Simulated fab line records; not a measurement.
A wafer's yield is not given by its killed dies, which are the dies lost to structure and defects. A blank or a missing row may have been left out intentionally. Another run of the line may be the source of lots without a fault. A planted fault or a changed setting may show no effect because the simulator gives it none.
Which tool is to blame?	flow nandHarc	36 wafers from 12 lots sampled at 6 of the route's 1302 steps

## WHAT EACH GAUGE READ, for each wafer
NHARC_P_ZERO_WELL_INSPECT_43. Usual: 16 for rawDefectCount, sd 5.8.
lot	measured	on	rawDefectCount	flag
L566	day 2 03:44	defectInspect-01	15 11 21	
L567	day 2 13:42	defectInspect-01	17 13 29	
L568	day 2 23:35	defectInspect-02	4 11 6	
L571	day 4 05:40	defectInspect-02	14 21 19	
L573	day 5 01:37	defectInspect-01	12 21 14	
L576	day 6 07:55	defectInspect-02	10 20 15	
L578	day 7 03:52	defectInspect-01	19 16 4	
L585	day 10 01:28	defectInspect-01	19 12 13	
L586	day 10 11:47	defectInspect-02	13 26 15	
L587	day 10 22:17	defectInspect-02	20 17 11	
L588	day 11 07:38	defectInspect-02	13 22 20	
L589	day 11 17:34	defectInspect-01	17 11 23	

NHARC_P_STI_CD_MEAS_09 targets a cd of 200 nm. Usual: 199 nm for cdNm, sd 3.4.
lot	measured	on	cdNm (nm)	flag
L566	day 2 22:38	cdSem-03	200 202 199	
L567	day 3 08:34	cdSem-02	195 197 192	
L568	day 3 16:09	cdSem-01	206 205 201	
L571	day 4 23:38	cdSem-03	195 200 198	
L573	day 5 16:19	cdSem-02	190 195 197	
L576	day 7 03:26	cdSem-01	201 205 203	
L578	day 7 18:33	cdSem-02	198 198 202	
L585	day 10 17:04	cdSem-01	200 196 193	
L586	day 11 04:17	cdSem-01	199 196 200	
L587	day 11 13:23	cdSem-03	201 205 201	
L588	day 12 02:04	cdSem-03	201 201 203	
L589	day 12 12:25	cdSem-01	200 197 199	

NHARC_P_GATE_CD_MEAS_11 targets a cd of 1640 nm. Usual: 1639.5 nm for cdNm, sd 2.8.
lot	measured	on	cdNm (nm)	flag
L566	day 4 17:14	cdSem-02	1638.3 1636.6 1638.2	
L567	day 4 21:11	cdSem-01	1635.3 1635.5 1633.3	
L568	day 5 04:32	cdSem-03	1635.7 1639.9 1639.3	
L571	day 6 14:33	cdSem-03	1642.1 1639.9 1640.6	
L573	day 7 10:27	cdSem-02	1635.5 1640.6 1639.2	
L576	day 8 20:09	cdSem-03	- - -	OFF
L578	day 9 07:44	cdSem-03	1640.1 1643.1 1642.9	
L585	day 12 08:36	cdSem-03	1645.4 1637.6 1641.6	
L586	day 12 23:19	cdSem-03	1639.9 1640.8 1643.5	
L587	day 13 03:13	cdSem-01	1640.3 1636.5 1637.9	
L588	day 13 13:11	cdSem-01	1644.6 1639.5 1641.9	
L589	day 14 06:17	cdSem-02	1640.8 1638.4 1640.6	

NHARC_END_SORT_01. Usual: killedAtArray 55, standard deviation 19; killedAtOther 0.9, standard deviation 1.4; killedAtPeriphery 3.8, standard deviation 2.9; killedDies 60, standard deviation 19; killedOpen 3.3, standard deviation 1.8; killedShort 2.6, standard deviation 1.6.
lot	measured	on	killedAtArray	killedAtOther	killedAtPeriphery	killedDies	killedOpen	killedShort	flag
L576	day 29 17:01	prober-01	50 30 44	0 0 0	627 647 633	677 677 677	2 2 8	3 2 0	OFF

## TOOL THAT RAN EACH LOT (tool first, then ch and the chambers of the sampled wafers, then the start)
lot	NHARC_P_STI_ETCH_42	NHARC_P_GATE_EXPOSE_08
L566	rieDiel-12 ch 0,2, day 2 23:01	krfScanner-03 ch 0, day 4 17:05
L567	rieDiel-02 ch 1,2,3, day 3 08:55	krfScanner-04 ch 0, day 4 21:02
L568	rieDiel-13 ch 1,2, day 3 16:29	krfScanner-04 ch 0, day 5 04:23
L571	rieDiel-13 ch 0,1,3, day 4 23:59	krfScanner-04 ch 0, day 6 14:23
L573	rieDiel-13 ch 0,1,2, day 5 16:41	krfScanner-04 ch 0, day 7 10:17
L576	rieDiel-12 ch 0,1, day 7 03:47	krfScanner-04 ch 0, day 8 20:00
L578	rieDiel-02 ch 0,1,2, day 7 18:54	krfScanner-04 ch 0, day 9 07:35
L585	rieDiel-13 ch 1,2,3, day 10 17:26	krfScanner-02 ch 0, day 12 08:27
L586	rieDiel-02 ch 0,1,2, day 11 04:38	krfScanner-04 ch 0, day 12 23:09
L587	rieDiel-12 ch 1,2,3, day 11 13:44	krfScanner-04 ch 0, day 13 03:04
L588	rieDiel-02 ch 0,1,2, day 12 02:25	krfScanner-03 ch 0, day 13 13:02
L589	rieDiel-02 ch 1,2,3, day 12 12:47	krfScanner-04 ch 0, day 14 06:08
- NHARC_P_STI_ETCH_42: etches the open film in N2/H2, target depth 80 nm, overetch 24 nm, time 61 s.
- NHARC_P_GATE_EXPOSE_08: exposes mask P HV.

## AS READ BY THE TOOLS THEMSELVES (means over the sampled wafers that have a number; for cases with no such wafer, the mark the record gives instead)
NHARC_P_STI_ETCH_42. Usual: drypumpMotorCurrentA 6.0 A, standard deviation 0.43; oesProductAu 0.998 a.u., standard deviation 0.011; rfVppV 430.2 V, standard deviation 2.2; showerheadPlenumPTorr 2.03 Torr, standard deviation 0.074; throttleValvePct 14.172 %, standard deviation 0.0087.
lot	tool	drypumpMotorCurrentA (A)	oesProductAu (a.u.)	rfVppV (V)	showerheadPlenumPTorr (Torr)	throttleValvePct (%)	flag
L566	rieDiel-12	6.4	0.985	429.5	2.00	14.169	
L567	rieDiel-02	5.7	1.004	429.2	1.99	14.168	
L568	rieDiel-13	5.9	0.999	428.1	1.95	14.178	
L571	rieDiel-13	5.8	0.990	432.6	2.08	14.176	
L573	rieDiel-13	6.0	0.994	430.4	2.01	14.178	
L576	rieDiel-12	6.5	0.991	432.7	2.11	14.183	
L578	rieDiel-02	6.1	1.004	428.6	1.96	14.176	
L585	rieDiel-13	5.7	0.996	430.3	2.02	14.171	
L586	rieDiel-02	6.0	1.007	428.9	1.96	14.173	
L587	rieDiel-12	6.0	0.997	431.2	2.07	14.168	
L588	rieDiel-02	6.0	1.004	427.9	1.96	14.168	
L589	rieDiel-02	5.7	1.004	428.6	1.99	14.164	

NHARC_P_GATE_EXPOSE_08. Usual: 22.99 C for reticleTempC, sd 0.11.
lot	tool	reticleTempC (C)	flag
L566	krfScanner-03	23.00	
L567	krfScanner-04	22.89	
L568	krfScanner-04	23.13	
L571	krfScanner-04	23.01	
L573	krfScanner-04	23.11	
L576	krfScanner-04	23.14	
L578	krfScanner-04	22.92	
L585	krfScanner-02	22.94	
L586	krfScanner-04	22.92	
L587	krfScanner-04	23.12	
L588	krfScanner-03	23.04	
L589	krfScanner-04	23.09	

## THE ANSWER, worked out from the rows above alone
Rule: lot off if the mean of its wafers having a number is beyond 3 standard deviations from the usual mean. Also off: a lot with no number at a reading for which 4 or more lots have one. Where the step has rows for the other lots, those lots are counted as sound. The gauges are gone through in route order, then the tools' own readings, and for those a lot's mean is taken as printed above. At the first step where some lot is off, the reading lying furthest off is the one used; lots without a number count as furthest.
Off: L576 (NHARC_P_GATE_CD_MEAS_11, cdNm). Without a number there: L576.
If a tool, at a process step before that reading, ran all the lots that are off and no sound lot after the first of them, it fits. The gauges at NHARC_P_GATE_CD_MEAS_11 aren't tried: what is off there is off at NHARC_END_SORT_01 too, on other tools, and a gauge's error can't cause that. None of those tried fits.

## WHAT THE SIMULATOR HAD PUT IN
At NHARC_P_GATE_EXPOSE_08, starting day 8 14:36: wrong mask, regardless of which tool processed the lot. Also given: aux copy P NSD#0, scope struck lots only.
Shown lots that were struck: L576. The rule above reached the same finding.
